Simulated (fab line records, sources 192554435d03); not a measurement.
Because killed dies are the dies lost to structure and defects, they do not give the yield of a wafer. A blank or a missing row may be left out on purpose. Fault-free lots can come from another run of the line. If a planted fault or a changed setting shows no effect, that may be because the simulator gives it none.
Which tool is to blame?    flow n5Finfet    11 lots with 33 wafers sampled at 4 steps, on a route of 1938 steps

WHAT THE GAUGES SHOWED, per wafer
Not one reading of a measure or inspect step in the record can be checked against a usual standard deviation.

WHICH TOOL RAN EACH LOT (tool, then ch and the chambers of the sampled wafers, then the start)
lot   N5_SDB_ETCH_17                    N5_PASSIVATION_ETCH_59            N5_PASSIVATION_DESCUM_46           N5_PASSIVATION_PROBE_49
L751  rieDiel-01 ch 1,3, day 4 03:58    rieMetal-01 ch 0,1, day 12 05:30  rieDiel-05 ch 1,3, day 12 06:54    -
L754  rieDiel-04 ch 2,3, day 4 17:08    rieMetal-03 ch 0,1, day 12 08:49  rieDiel-04 ch 0,2,3, day 12 10:08  -
L755  rieDiel-05 ch 0,1,2, day 5 03:20  rieMetal-03 ch 0,1, day 12 22:28  rieDiel-05 ch 0,2,3, day 12 23:43  -
L757  rieDiel-05 ch 0,2,3, day 5 18:47  rieMetal-01 ch 0,1, day 13 15:34  rieDiel-01 ch 1,2, day 13 17:25    -
L758  rieDiel-04 ch 0,3, day 5 20:38    rieMetal-01 ch 0,1, day 13 14:41  rieDiel-04 ch 1,2,3, day 13 15:57  -
L761  rieDiel-05 ch 1,2, day 6 13:14    rieMetal-02 ch 1, day 14 11:38    rieDiel-01 ch 0,2,3, day 14 13:01  -
L762  rieDiel-05 ch 1,2,3, day 6 19:41  rieMetal-02 ch 1, day 15 11:47    rieDiel-01 ch 0,1,3, day 15 13:12  -
L764  rieDiel-05 ch 0,2,3, day 7 08:14  rieMetal-02 ch 1, day 15 17:41    rieDiel-01 ch 0,3, day 15 19:23    -
L766  rieDiel-05 ch 0,1,3, day 7 19:04  rieMetal-01 ch 0,1, day 15 17:08  rieDiel-04 ch 0,2, day 15 18:23    -
L769  rieDiel-05 ch 2,3, day 8 13:02    rieMetal-02 ch 0,1, day 16 18:42  rieDiel-05 ch 0,2, day 16 20:07    prober-02, day 16 23:14
L771  rieDiel-04 ch 1,2, day 9 01:27    rieMetal-02 ch 0,1, day 17 00:17  rieDiel-01 ch 0,3, day 17 02:04    -
- N5_SDB_ETCH_17: etches SiARC in CF4, target depth 23.4 nm, time 39 s.
- N5_PASSIVATION_ETCH_59: etches TaN in Cl2/BCl3, target depth 65 nm, time 34.9 s.
- N5_PASSIVATION_DESCUM_46: chemistry O2, time 7.9 s.
- N5_PASSIVATION_PROBE_49

WHAT THE TOOLS THEMSELVES READ (means of the sampled wafers that have a number; where no wafer has one, the mark that the record gives instead)
N5_SDB_ETCH_17. Usual: drypumpMotorCurrentA 6.0 A, standard deviation 0.47; etchRfOnTimeS 39.3 s, standard deviation 0.5; oesProductAu 0.66 a.u., standard deviation 0.062; rfVppV 184.2 V, standard deviation 1; showerheadPlenumPTorr 2.16 Torr, standard deviation 0.064; throttleValvePct 15.59 %, standard deviation 0.16.
lot   tool        drypumpMotorCurrentA (A)  etchRfOnTimeS (s)  oesProductAu (a.u.)  rfVppV (V)  showerheadPlenumPTorr (Torr)  throttleValvePct (%)  flag
L751  rieDiel-01  6.1                       38.4               0.73                 184.4       2.14                          15.76                 
L754  rieDiel-04  5.7                       38.9               0.61                 185.0       2.21                          15.43                 
L755  rieDiel-05  6.1                       39.5               0.68                 184.5       2.15                          15.56                 
L757  rieDiel-05  5.9                       39.3               0.70                 184.1       2.16                          15.55                 
L758  rieDiel-04  6.3                       39.6               0.62                 183.8       2.10                          15.42                 
L761  rieDiel-05  6.5                       39.3               0.64                 184.8       2.17                          15.64                 
L762  rieDiel-05  6.2                       39.1               0.65                 185.2       2.20                          15.67                 
L764  rieDiel-05  5.9                       39.7               0.69                 184.1       2.16                          15.58                 
L766  rieDiel-05  5.8                       39.8               0.65                 183.6       2.17                          15.64                 
L769  rieDiel-05  6.2                       39.2               0.66                 184.7       2.17                          15.66                 
L771  rieDiel-04  5.7                       38.7               0.71                 184.1       2.16                          15.59                 

N5_PASSIVATION_ETCH_59. Usual: drypumpMotorCurrentA 5.4 A, standard deviation 0.34; oesProductAu 0.75 a.u., standard deviation 0.065; throttleValvePct 21.2 %, standard deviation 0.34.
lot   tool         drypumpMotorCurrentA (A)  oesProductAu (a.u.)  throttleValvePct (%)  flag
L751  rieMetal-01  5.6                       0.74                 21.2                  
L754  rieMetal-03  5.1                       0.71                 21.7                  
L755  rieMetal-03  5.1                       0.71                 21.7                  
L757  rieMetal-01  5.8                       0.75                 21.3                  
L758  rieMetal-01  5.8                       0.77                 21.3                  
L761  rieMetal-02  5.3                       0.79                 21.0                  
L762  rieMetal-02  5.3                       0.78                 21.0                  
L764  rieMetal-02  5.2                       0.78                 21.0                  
L766  rieMetal-01  5.6                       0.72                 21.2                  
L769  rieMetal-02  5.4                       0.74                 20.8                  
L771  rieMetal-02  5.4                       0.76                 20.9                  

N5_PASSIVATION_DESCUM_46. Usual: drypumpMotorCurrentA 5.9 A, standard deviation 0.53; oesProductAu 0.82 a.u., standard deviation 0.087; rfVppV 243.6 V, standard deviation 1.4; showerheadPlenumPTorr 2.12 Torr, standard deviation 0.062; throttleValvePct 20.4 %, standard deviation 0.33.
lot   tool        drypumpMotorCurrentA (A)  oesProductAu (a.u.)  rfVppV (V)  showerheadPlenumPTorr (Torr)  throttleValvePct (%)  flag
L751  rieDiel-05  6.0                       0.85                 244.3       2.16                          20.3                  
L754  rieDiel-04  6.0                       0.85                 244.2       2.17                          20.0                  
L755  rieDiel-05  5.9                       0.76                 243.0       2.09                          20.5                  
L757  rieDiel-01  6.6                       0.77                 243.3       2.10                          20.7                  
L758  rieDiel-04  5.7                       0.76                 243.3       2.12                          20.3                  
L761  rieDiel-01  5.7                       0.82                 244.0       2.14                          20.5                  
L762  rieDiel-01  5.7                       0.85                 244.4       2.15                          20.6                  
L764  rieDiel-01  5.2                       0.89                 243.7       2.19                          20.4                  
L766  rieDiel-04  6.3                       0.87                 245.1       2.19                          19.9                  
L769  rieDiel-05  6.3                       0.73                 242.1       2.05                          20.4                  
L771  rieDiel-01  5.2                       0.86                 244.9       2.19                          20.4                  

N5_PASSIVATION_PROBE_49. Usual: defectLimitedYield 91.3 %, standard deviation 1.5; killed_at_M0_to_M3 35, standard deviation 10; killed_at_M4_up 13, standard deviation 5.3; killedAtContacts 12, standard deviation 5.7; killedAtFrontEnd 39, standard deviation 11; killedAtOther 3.3, standard deviation 2.7; killedDies 102, standard deviation 18; killedOnRim 13, standard deviation 4; killedOpen 67, standard deviation 13; killedShort 34, standard deviation 7.8; sort_bin_5_function 5.1 %, standard deviation 1; sort_bin_6_memory 3.3 %, standard deviation 0.68; sortNPass 1078, standard deviation 18; sortYieldPct 91.3 %, standard deviation 1.5.
lot   tool       defectLimitedYield (%)  killed_at_M0_to_M3  killed_at_M4_up  killedAtContacts  killedAtFrontEnd  killedAtOther  killedDies  killedOnRim  killedOpen  killedShort  sort_bin_5_function (%)  sort_bin_6_memory (%)  sortNPass  sortYieldPct (%)  flag
L769  prober-02  89.0                    39                  13               20                57                0.7            129         18           66          39           5.9                      3.8                    1051       89.0              

THE ANSWER, worked out from the rows above alone
Rule: a lot counts as off when the mean over its wafers that have a number is more than 3 standard deviations away from the usual mean. Also off: a lot with no number at a reading for which 4 or more lots have one. All remaining lots with rows at the step are treated as sound. First the gauges in route order, then the tools' own readings, where a lot's mean is used as printed above. At the first step where some lot is off, the reading lying furthest off is the one used; lots without a number count as furthest.
Across all readings shown, no lot is off: no conclusion can be drawn from this.

WHAT THE SIMULATOR PUT IN
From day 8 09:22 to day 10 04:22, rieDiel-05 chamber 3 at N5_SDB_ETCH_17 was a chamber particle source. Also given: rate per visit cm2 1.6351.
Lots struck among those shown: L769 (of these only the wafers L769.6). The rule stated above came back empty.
